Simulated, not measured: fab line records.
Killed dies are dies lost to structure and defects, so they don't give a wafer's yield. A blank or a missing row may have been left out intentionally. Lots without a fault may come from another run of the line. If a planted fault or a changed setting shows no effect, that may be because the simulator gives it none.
fab line records	flow n5Finfet	part 1 of 2: steps 1 to 4 of 6
record: lots: 24	wafers: 72	lastDay: 18
route steps=1938 shown BEOL_M0_SAQP@634
lots that met no fault: from a run of the same line without faults
startH: the number of hours between the record's first day and the start of the first shown wafer of the lot	waitH: hours since the lot's step before	" same as the row above	L1.1+2: a single row standing in for several wafers	- either no value or no given start	* or withheld: withheld	< > ~ a bound
route shown NAME@n: names a module that has steps shown in the file, with the first one's number in the route	usual: mean/standard deviation taken from wafers without a fault	same: alike in all rows	chamber/n: place in a boat	sites: the reading at each site	_std_site: how widely they spread, as a standard deviation	_edge_site: mean of outer sites minus mean of inner sites	radiusMm: for every site, how far away it sits from the centre of the wafer	mask NAME#n: copy n	behind: tool/chamber where the wafer was last shaped	hold: why the lot was held/for how many hours/how that ended	device: names the non-switching transistor (n, p or np)	end of line: at the end of the route, the tests of the same wafers	a step given without rows: its recipe and nothing more	killed: the dies lost at the first sort to structure and to defects; this is not the yield of the wafer	map: shows each die of a wafer: x if killed, . if not, _ if none is there
set.NAME: setting as actually run; set.NAME@STEP: the setting as run at that earlier step	model.NAME: the simulator's own value behind a step, which no gauge read
one table for each step of the route and one row for each wafer, over a sample of lots
services: the hour from which a tool's chamber was out of use, counted from the record's first day as startH (under 0 if before that day), plus the number of hours and why
== steps ==
step: N5_BEOL_M0_SAQP_HM_DEP_02
recipe: material: TiN	targetThkA: 120	tempC: 25	chamberPressurePa: 0.49996
usual: throttleValvePct: 30.3/1.1
lot.wafer	tool	chamber	startH	waitH	throttleValvePct
L074.2	pvdSputter-01	-	106.34	1.3	29.3
L074.3	"	-	"	"	30.2
L074.4	"	-	"	"	30.3
L075.1	pvdSputter-02	-	117.88	0.4	30.2
L075.2	"	-	"	"	30.5
L075.5	"	-	"	"	30.2
L076.2	pvdSputter-03	-	121.60	1.1	32.8
L076.4	"	-	"	"	30.2
L076.5	"	-	"	"	29.1
L077.3	pvdSputter-02	-	127.12	1.5	30.7
L077.5	"	-	"	"	30.5
L077.6	"	-	"	"	30.5
L078.1	pvdSputter-03	-	132.43	1.2	32.7
L078.4	"	-	"	"	28.9
L078.5	"	-	"	"	32.9
L079.1	pvdSputter-03	-	134.55	0.3	32.0
L079.3	"	-	"	"	32.6
L079.5	"	-	"	"	30.3
L080.2	pvdSputter-01	-	146.40	0.9	30.2
L080.5	"	-	"	"	29.1
L080.6	"	-	"	"	30.0
L081.1	pvdSputter-02	-	149.85	0.8	30.6
L081.2	"	-	"	"	30.4
L081.3	"	-	"	"	28.5
L082.1	pvdSputter-02	-	157.21	0.3	30.6
L082.3	"	-	"	"	28.5
L082.5	"	-	"	"	28.6
L084.1	pvdSputter-03	-	166.11	2.4	28.9
L084.3	"	-	"	"	30.1
L084.6	"	-	"	"	29.9
L083.2	pvdSputter-03	-	167.85	0.9	30.0
L083.5	"	-	"	"	32.0
L083.6	"	-	"	"	29.0
L085.2	pvdSputter-01	-	174.29	0.0	30.0
L085.5	"	-	"	"	29.3
L085.6	"	-	"	"	30.1
L086.3	pvdSputter-03	-	179.13	1.2	30.2
L086.4	"	-	"	"	29.2
L086.5	"	-	"	"	32.1
L087.1	pvdSputter-03	-	182.93	1.7	29.2
L087.4	"	-	"	"	32.2
L087.5	"	-	"	"	28.9
L088.2	pvdSputter-03	-	188.81	1.7	30.0
L088.3	"	-	"	"	31.8
L088.5	"	-	"	"	30.3
L089.1	pvdSputter-01	-	198.53	0.3	30.0
L089.2	"	-	"	"	30.3
L089.4	"	-	"	"	29.4
L090.1	pvdSputter-02	-	201.74	0.5	30.5
L090.2	"	-	"	"	30.2
L090.3	"	-	"	"	28.3
L091.3	pvdSputter-01	-	207.26	0.5	30.1
L091.4	"	-	"	"	29.3
L091.6	"	-	"	"	29.3
L092.4	pvdSputter-01	-	218.68	1.4	30.0
L092.5	"	-	"	"	30.2
L092.6	"	-	"	"	29.8
L093.1	pvdSputter-01	-	222.64	2.3	29.1
L093.4	"	-	"	"	30.4
L093.6	"	-	"	"	29.3
L094.1	pvdSputter-01	-	226.40	0.9	30.3
L094.2	"	-	"	"	29.0
L094.3	"	-	"	"	30.2
L095.1	pvdSputter-01	-	234.55	0.9	29.2
L095.2	"	-	"	"	30.1
L095.3	"	-	"	"	30.1
L096.1	pvdSputter-01	-	238.07	1.3	29.8
L096.3	"	-	"	"	30.1
L096.4	"	-	"	"	29.3
L097.1	pvdSputter-02	-	243.41	0.5	30.8
L097.3	"	-	"	"	28.3
L097.6	"	-	"	"	30.6
step: N5_BEOL_M0_SAQP_THK_MEAS_05
usual: thkNm: 60.3/0.68
lot.wafer	tool	chamber	startH	waitH	thkNm
L074.2	filmMetro-02	-	106.68	0.1	59.5
L074.3	"	-	"	"	59.5
L074.4	"	-	"	"	60.2
L075.1	filmMetro-02	-	118.23	0.1	59.7
L075.2	"	-	"	"	61.1
L075.5	"	-	"	"	60.5
L076.2	filmMetro-01	-	122.03	0.1	59.0
L076.4	"	-	"	"	60.1
L076.5	"	-	"	"	60.4
L077.3	filmMetro-02	-	127.46	0.1	59.9
L077.5	"	-	"	"	60.1
L077.6	"	-	"	"	60.7
L078.1	filmMetro-02	-	132.85	0.1	58.5
L078.4	"	-	"	"	60.3
L078.5	"	-	"	"	59.8
L079.1	filmMetro-01	-	134.90	0.1	59.2
L079.3	"	-	"	"	59.1
L079.5	"	-	"	"	61.3
L080.2	filmMetro-02	-	146.82	0.1	59.3
L080.5	"	-	"	"	61.3
L080.6	"	-	"	"	60.2
L081.1	filmMetro-01	-	150.18	0.1	59.7
L081.2	"	-	"	"	59.7
L081.3	"	-	"	"	59.8
L082.1	filmMetro-02	-	157.54	0.1	59.7
L082.3	"	-	"	"	60.4
L082.5	"	-	"	"	60.6
L084.1	filmMetro-02	-	166.44	0.1	59.2
L084.3	"	-	"	"	59.2
L084.6	"	-	"	"	60.3
L083.2	filmMetro-01	-	168.18	0.1	59.4
L083.5	"	-	"	"	60.6
L083.6	"	-	"	"	61.2
L085.2	filmMetro-01	-	174.63	0.1	58.5
L085.5	"	-	"	"	60.7
L085.6	"	-	"	"	59.7
L086.3	filmMetro-01	-	179.47	0.1	60.0
L086.4	"	-	"	"	60.7
L086.5	"	-	"	"	61.1
L087.1	filmMetro-02	-	183.26	0.1	60.0
L087.4	"	-	"	"	60.5
L087.5	"	-	"	"	60.2
L088.2	filmMetro-02	-	189.15	0.1	59.4
L088.3	"	-	"	"	59.3
L088.5	"	-	"	"	59.9
L089.1	filmMetro-01	-	198.86	0.1	59.3
L089.2	"	-	"	"	60.5
L089.4	"	-	"	"	60.8
L090.1	filmMetro-02	-	202.07	0.1	60.3
L090.2	"	-	"	"	60.5
L090.3	"	-	"	"	60.4
L091.3	filmMetro-01	-	207.69	0.1	60.3
L091.4	"	-	"	"	60.0
L091.6	"	-	"	"	61.2
L092.4	filmMetro-02	-	219.01	0.0	60.8
L092.5	"	-	"	"	60.7
L092.6	"	-	"	"	59.5
L093.1	filmMetro-01	-	223.33	0.2	59.9
L093.4	"	-	"	"	60.3
L093.6	"	-	"	"	60.6
L094.1	filmMetro-02	-	226.73	0.1	60.4
L094.2	"	-	"	"	60.4
L094.3	"	-	"	"	60.5
L095.1	filmMetro-01	-	234.88	0.1	60.5
L095.2	"	-	"	"	61.1
L095.3	"	-	"	"	60.5
L096.1	filmMetro-02	-	238.40	0.1	59.1
L096.3	"	-	"	"	60.0
L096.4	"	-	"	"	61.3
L097.1	filmMetro-02	-	243.83	0.1	60.8
L097.3	"	-	"	"	61.3
L097.6	"	-	"	"	61.2
step: N5_BEOL_M0_SAQP_SPACER1_ETCHBACK_99
recipe: chemistry: CHF3/O2	mode: anisotropicEtchback	target: SiO2	targetDepthA: 154	timeS: 7.7	pressureMtorr: 30	sourceW: 650	biasW: 170	Ar_flow_sccm: 200	CHF3_flow_sccm: 50	O2_flow_sccm: 5	ionEnergyEv: 200
usual: drypumpMotorCurrentA: 5.7/0.46	oes_f_703_au: 0.81/0.079	oes_o_777_au: 0.81/0.077	oesProductAu: 0.81/0.081	rfVppV: 521/5.4	showerheadPlenumPTorr: 2.43/0.092	throttleValvePct: 18.87/0.17
lot.wafer	tool	chamber	startH	waitH	drypumpMotorCurrentA	oes_f_703_au	oes_o_777_au	oesProductAu	rfHoursCounterH	rfVppV	showerheadPlenumPTorr	throttleValvePct
L074.2	rieDiel-05	2	109.17	0.3	5.4	0.90	0.91	0.89	45	529	2.54	18.73
L074.3	"	0	"	"	6.3	0.90	0.90	0.91	26	526	2.36	19.07
L074.4	"	3	"	"	5.3	0.71	0.72	0.72	207	520	2.39	18.82
L075.1	rieDiel-05	2	120.57	0.4	5.4	0.88	0.89	0.89	50	529	2.54	18.72
L075.2	"	0	"	"	6.3	0.88	0.89	0.91	29	524	2.36	19.07
L075.5	"	1	"	"	5.3	0.91	0.90	0.92	-	521	2.55	18.65
L076.2	rieDiel-04	3	125.68	0.3	6.0	0.76	0.75	0.77	150	512	2.31	18.81
L076.4	"	2	"	"	4.8	0.74	0.74	0.75	164	523	2.50	18.70
L076.5	"	0	"	"	6.3	0.74	0.76	0.75	-	520	2.40	18.77
L077.3	rieDiel-05	0	129.70	0.3	6.3	0.88	0.88	0.90	32	525	2.36	19.07
L077.5	"	0	"	"	6.3	0.89	0.89	0.90	-	526	2.36	19.08
L077.6	"	1	"	"	5.3	0.90	0.89	0.90	-	521	2.55	18.65
L078.1	rieDiel-04	2	134.86	0.3	4.8	0.75	0.74	0.74	167	521	2.50	18.70
L078.4	"	0	"	"	6.3	0.74	0.75	0.75	162	522	2.40	18.76
L078.5	"	2	"	"	4.8	0.75	0.74	0.74	-	521	2.50	18.70
L079.1	rieDiel-03	1	138.03	0.4	6.0	0.74	0.75	0.74	175	512	2.31	18.88
L079.3	"	2	"	"	6.2	0.86	0.84	0.85	59	525	2.44	18.67
L079.5	"	3	"	"	6.1	0.99	0.99	1.00	-	523	2.58	18.96
L080.2	rieDiel-03	3	148.63	0.3	6.1	0.97	0.96	0.99	5	525	2.58	18.99
L080.5	"	1	"	"	6.0	0.74	0.74	0.75	-	511	2.30	18.89
L080.6	"	2	"	"	6.2	0.84	0.83	0.85	-	524	2.44	18.66
L081.1	rieDiel-05	1	152.24	0.3	5.3	0.90	0.88	0.89	47	520	2.55	18.67
L081.2	"	2	"	"	5.4	0.87	0.87	0.88	60	527	2.53	18.71
L081.3	"	0	"	"	6.3	0.88	0.87	0.89	40	524	2.36	19.08
L082.1	rieDiel-03	2	159.53	0.3	6.2	0.84	0.84	0.84	65	525	2.44	18.67
L082.3	"	3	"	"	6.1	0.96	0.95	0.97	8	524	2.57	18.98
L082.5	"	0	"	"	5.4	0.76	0.76	0.76	-	526	2.42	19.06
L084.1	rieDiel-03	0	168.43	0.3	5.4	0.75	0.75	0.76	148	526	2.41	19.08
L084.3	"	1	"	"	6.0	0.73	0.74	0.73	185	511	2.30	18.89
L084.6	"	1	"	"	6.0	0.74	0.74	0.73	-	514	2.30	18.90
L083.2	rieDiel-03	1	170.46	0.3	6.0	0.73	0.74	0.73	186	511	2.30	18.89
L083.5	"	3	"	"	6.1	0.94	0.94	0.95	-	526	2.57	19.00
L083.6	"	1	"	"	6.0	0.74	0.74	0.74	-	512	2.30	18.87
L085.2	rieDiel-04	2	176.69	0.3	4.8	0.74	0.73	0.72	180	523	2.50	18.71
L085.5	"	0	"	"	6.3	0.73	0.74	0.74	-	521	2.40	18.80
L085.6	"	1	"	"	5.4	0.87	0.86	0.85	-	511	2.35	19.20
L086.3	rieDiel-05	0	181.52	0.3	6.3	0.86	0.86	0.86	48	524	2.35	19.09
L086.4	"	3	"	"	5.4	0.70	0.70	0.69	230	521	2.39	18.85
L086.5	"	1	"	"	5.3	0.88	0.87	0.88	-	521	2.55	18.68
L087.1	rieDiel-04	0	185.45	0.3	6.2	0.72	0.73	0.73	177	521	2.40	18.81
L087.4	"	3	"	"	6.0	0.76	0.74	0.74	162	513	2.30	18.82
L087.5	"	0	"	"	6.3	0.73	0.74	0.73	-	521	2.40	18.81
L088.2	rieDiel-05	1	191.45	0.3	5.3	0.88	0.87	0.87	58	521	2.54	18.70
L088.3	"	3	"	"	5.3	0.69	0.70	0.69	234	519	2.38	18.84
L088.5	"	2	"	"	5.4	0.85	0.86	0.85	-	527	2.53	18.74
L089.1	rieDiel-04	3	200.80	0.3	6.0	0.74	0.74	0.75	165	513	2.30	18.82
L089.2	"	1	"	"	5.4	0.86	0.85	0.85	56	512	2.35	19.23
L089.4	"	0	"	"	6.3	0.73	0.73	0.74	181	522	2.39	18.81
L090.1	rieDiel-03	3	203.89	0.3	6.1	0.91	0.91	0.93	23	524	2.57	19.01
L090.2	"	1	"	"	6.0	0.73	0.74	0.72	197	512	2.30	18.91
L090.3	"	2	"	"	6.2	0.82	0.82	0.83	77	525	2.43	18.69
L091.3	rieDiel-05	0	209.65	0.3	6.4	0.85	0.84	0.86	57	524	2.35	19.12
L091.4	"	3	"	"	5.3	0.70	0.70	0.68	240	519	2.38	18.87
L091.6	"	1	"	"	5.3	0.87	0.86	0.86	-	523	2.54	18.69
L092.4	rieDiel-04	2	221.65	0.3	4.8	0.73	0.72	0.73	193	522	2.49	18.74
L092.5	"	3	"	"	6.0	0.74	0.73	0.74	-	510	2.30	18.83
L092.6	"	2	"	"	4.8	0.73	0.72	0.72	-	522	2.49	18.75
L093.1	rieDiel-05	1	225.51	0.3	5.3	0.87	0.85	0.87	68	521	2.54	18.70
L093.4	"	3	"	"	5.3	0.69	0.70	0.70	244	519	2.38	18.87
L093.6	"	2	"	"	5.4	0.84	0.84	0.85	-	526	2.53	18.77
L094.1	rieDiel-04	1	229.49	0.3	5.3	0.84	0.84	0.84	65	511	2.35	19.25
L094.2	"	0	"	"	6.3	0.71	0.73	0.73	190	521	2.39	18.83
L094.3	"	2	"	"	4.8	0.72	0.72	0.72	195	521	2.49	18.76
L095.1	rieDiel-05	2	236.92	0.3	5.4	0.83	0.84	0.84	86	526	2.52	18.77
L095.2	"	1	"	"	5.3	0.86	0.86	0.85	72	521	2.54	18.70
L095.3	"	3	"	"	5.3	0.69	0.69	0.68	248	520	2.38	18.87
L096.1	rieDiel-05	1	241.47	0.3	5.4	0.85	0.85	0.86	74	520	2.54	18.71
L096.3	"	3	"	"	5.3	0.68	0.69	0.69	250	518	2.38	18.89
L096.4	"	2	"	"	5.5	0.84	0.84	0.84	88	525	2.52	18.77
L097.1	rieDiel-04	1	245.89	0.3	5.4	0.83	0.83	0.83	70	510	2.35	19.23
L097.3	"	0	"	"	6.3	0.71	0.73	0.72	196	521	2.39	18.84
L097.6	"	0	"	"	6.3	0.71	0.73	0.72	-	519	2.39	18.83
step: N5_BEOL_M0_SAQP_ETCH_102
recipe: chemistry: CF4	target: SiO2	targetDepthA: 40	ionEnergyEv: 350	timeS: 4.4	pressureMtorr: 10	icpW: 800	biasW: 400	cf4FlowSccm: 80
usual: drypumpMotorCurrentA: 5.7/0.52	oesProductAu: 1.002/0.015	throttleValvePct: 21.63/0.24
lot.wafer	tool	chamber	startH	waitH	drypumpMotorCurrentA	oesProductAu	rfHoursCounterH	throttleValvePct
L074.2	rieSi-03	3	109.51	0.1	6.4	0.999	103	21.84
L074.3	"	1	"	"	6.5	0.994	62	21.44
L074.4	"	0	"	"	4.9	0.986	68	21.86
L075.1	rieSi-03	3	121.01	0.1	6.4	1.019	103	21.88
L075.2	"	2	"	"	5.7	0.988	22	21.24
L075.5	"	0	"	"	4.9	0.985	-	21.86
L076.2	rieSi-01	3	126.02	0.1	5.6	0.992	6	21.47
L076.4	"	0	"	"	5.8	1.017	-	21.82
L076.5	"	1	"	"	5.7	1.005	-	21.47
L077.3	rieSi-03	3	130.04	0.1	6.4	1.011	104	21.85
L077.5	"	3	"	"	6.4	1.015	-	21.85
L077.6	"	0	"	"	4.9	0.986	-	21.86
L078.1	rieSi-01	1	135.20	0.1	5.7	1.014	38	21.47
L078.4	"	1	"	"	5.7	1.017	-	21.46
L078.5	"	0	"	"	5.8	1.023	-	21.82
L079.1	rieSi-01	3	138.45	0.1	5.6	0.993	6	21.47
L079.3	"	0	"	"	5.8	1.016	53	21.82
L079.5	"	0	"	"	5.8	1.012	-	21.83
L080.2	rieSi-01	3	149.30	0.1	5.6	0.988	6	21.47
L080.5	"	2	"	"	5.7	1.015	-	21.79
L080.6	"	3	"	"	5.6	0.989	-	21.48
L081.1	rieSi-05	3	152.58	0.1	5.4	0.994	102	21.94
L081.2	"	2	"	"	4.7	1.026	139	21.41
L081.3	"	1	"	"	5.4	1.021	186	21.47
L082.1	rieSi-03	2	160.05	0.1	5.7	0.995	22	21.24
L082.3	"	1	"	"	6.6	0.993	63	21.43
L082.5	"	1	"	"	6.6	0.983	-	21.42
L084.1	rieSi-03	3	168.85	0.1	6.4	1.008	104	21.85
L084.3	"	2	"	"	5.7	0.987	22	21.24
L084.6	"	0	"	"	4.9	0.980	-	21.88
L083.2	rieSi-03	0	170.80	0.1	4.9	0.981	69	21.86
L083.5	"	1	"	"	6.5	0.983	-	21.44
L083.6	"	2	"	"	5.7	0.985	-	21.26
L085.2	rieSi-01	2	177.03	0.1	5.7	1.012	58	21.79
L085.5	"	0	"	"	5.8	1.011	-	21.83
L085.6	"	1	"	"	5.7	1.017	-	21.47
L086.3	rieSi-01	0	181.86	0.1	5.8	1.026	54	21.85
L086.4	"	1	"	"	5.7	1.004	38	21.47
L086.5	"	0	"	"	5.8	1.019	-	21.83
L087.1	rieSi-03	2	185.79	0.1	5.6	0.986	23	21.23
L087.4	"	1	"	"	6.5	0.990	63	21.43
L087.5	"	0	"	"	4.9	0.972	-	21.87
L088.2	rieSi-05	3	191.79	0.1	5.4	0.993	102	21.93
L088.3	"	2	"	"	4.7	1.021	140	21.42
L088.5	"	3	"	"	5.4	0.996	-	21.94
L089.1	rieSi-01	2	201.14	0.1	5.7	1.015	58	21.77
L089.2	"	3	"	"	5.6	0.987	7	21.47
L089.4	"	1	"	"	5.7	1.013	39	21.48
L090.1	rieSi-01	1	204.23	0.1	5.7	1.013	39	21.46
L090.2	"	2	"	"	5.7	1.006	58	21.78
L090.3	"	3	"	"	5.6	0.994	7	21.48
L091.3	rieSi-05	3	209.99	0.1	5.4	0.995	103	21.96
L091.4	"	1	"	"	5.4	1.019	187	21.46
L091.6	"	1	"	"	5.4	1.010	-	21.46
L092.4	rieSi-05	2	222.01	0.1	4.7	1.019	-	21.43
L092.5	"	3	"	"	5.4	0.997	-	21.94
L092.6	"	0	"	"	5.9	1.027	-	21.86
L093.1	rieSi-03	1	226.11	0.1	6.6	1.000	64	21.43
L093.4	"	0	"	"	4.9	0.987	70	21.87
L093.6	"	2	"	"	5.7	0.984	-	21.24
L094.1	rieSi-03	1	229.83	0.1	6.6	1.000	64	21.44
L094.2	"	2	"	"	5.7	0.989	24	21.25
L094.3	"	0	"	"	4.9	0.984	70	21.88
L095.1	rieSi-05	0	237.26	0.1	5.9	1.027	135	21.87
L095.2	"	3	"	"	5.4	1.003	103	21.95
L095.3	"	2	"	"	4.7	1.030	141	21.42
L096.1	rieSi-05	3	241.82	0.1	5.4	0.999	104	21.94
L096.3	"	2	"	"	4.7	1.028	141	21.42
L096.4	"	0	"	"	6.0	1.030	135	21.85
L097.1	rieSi-03	2	246.28	0.1	5.7	0.981	24	21.24
L097.3	"	3	"	"	6.4	1.010	106	21.87
L097.6	"	1	"	"	6.5	0.999	-	21.44
